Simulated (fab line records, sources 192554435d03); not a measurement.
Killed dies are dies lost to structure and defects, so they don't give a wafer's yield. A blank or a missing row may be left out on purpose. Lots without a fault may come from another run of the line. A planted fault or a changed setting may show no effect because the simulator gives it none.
Which tool did it? | flow n5_finfet | 9 lots, 26 wafers sampled, at 4 steps of a route of 1938

WHAT THE GAUGES READ, wafer by wafer
N5_BEOL_M12_THK_MEAS_50: measures by xrf.
lot  | measured     | on            | M12_THK (nm)
L424 | day 10 07:07 | film_metro-02 | 327 322 329
L427 | day 11 07:56 | film_metro-01 | - - -
L429 | day 11 16:10 | film_metro-01 | - - -
L437 | day 14 02:38 | film_metro-01 | 318 330 325
L439 | day 14 13:02 | film_metro-01 | 317 331 331
L440 | day 14 19:57 | film_metro-02 | 316 313
L445 | day 16 00:33 | film_metro-02 | 320 324 316
L446 | day 16 10:37 | film_metro-02 | 317 319 325
L447 | day 16 10:59 | film_metro-01 | 327 328 326

WHICH TOOL RAN EACH LOT (tool, then ch and the chambers of the sampled wafers, then the start)
lot  | N5_BEOL_M12_ETCH_68                | N5_BEOL_M12_TRENCH_ETCH_34         | N5_BEOL_M12_ECD_47
L424 | rie_diel-02 ch 1,3, day 10 05:20   | rie_diel-02 ch 1,3, day 10 05:31   | ecd_cu-02 ch 0,1, day 10 06:24
L427 | rie_diel-03 ch 0,1, day 11 04:08   | rie_diel-03 ch 0,1, day 11 04:20   | ecd_cu-02 ch 0,1, day 11 07:08
L429 | rie_diel-06 ch 0,3, day 11 11:13   | rie_diel-06 ch 0,3, day 11 11:24   | ecd_cu-01 ch 0,1, day 11 15:12
L437 | rie_diel-06 ch 0,1,3, day 14 00:20 | rie_diel-06 ch 0,1,3, day 14 00:31 | ecd_cu-02 ch 0,1, day 14 01:38
L439 | rie_diel-03 ch 1,2,3, day 14 09:08 | rie_diel-03 ch 1,2,3, day 14 09:19 | ecd_cu-01 ch 0,1, day 14 12:17
L440 | rie_diel-06 ch 0,1, day 14 17:23   | rie_diel-06 ch 0,1, day 14 17:34   | ecd_cu-02 ch 0, day 14 19:14
L445 | rie_diel-06 ch 0,2,3, day 15 20:37 | rie_diel-06 ch 0,2,3, day 15 20:48 | ecd_cu-01 ch 0,1, day 15 23:49
L446 | rie_diel-06 ch 0,3, day 16 04:47   | rie_diel-06 ch 0,3, day 16 04:59   | ecd_cu-02 ch 0,1, day 16 09:45
L447 | rie_diel-06 ch 2,3, day 16 05:50   | rie_diel-06 ch 2,3, day 16 06:01   | ecd_cu-01 ch 0,1, day 16 10:15
- N5_BEOL_M12_ETCH_68: etches SOC in N2/H2, time 285 s.
- N5_BEOL_M12_TRENCH_ETCH_34: etches SiOC in C4F8/O2/Ar, target depth 318.95 nm, time 125.5 s.
- N5_BEOL_M12_ECD_47: material Cu, target thk 720 nm.

THE ANSWER, worked out from the rows above alone
Rule: what is usual is taken from the lots themselves. Put in order of their means at a reading, lots are off if they are a third of the lots or fewer, leave a main group of 4 or more, and stand apart from it by a gap of 3 or more times the standard deviation of the main group's means; of several such gaps the widest counts. A main group whose means are all the same, to the digits that the tables above print for the reading, isn't used. A lot without any number at a reading at which 4 lots or more have one is off too. The other lots that the step has rows for count as sound.
Off: L427, L429, at N5_BEOL_M12_THK_MEAS_50 (M12_THK). Without a number there: L427, L429. The main group: mean 323 nm, standard deviation 4.2.
A tool fits if, at a process step before that reading, it ran every lot that is off, and no sound lot after the first of them. The gauges at N5_BEOL_M12_THK_MEAS_50 are tried like those tools. None of those tried fits.

WHAT THE SIMULATOR HAD PUT IN
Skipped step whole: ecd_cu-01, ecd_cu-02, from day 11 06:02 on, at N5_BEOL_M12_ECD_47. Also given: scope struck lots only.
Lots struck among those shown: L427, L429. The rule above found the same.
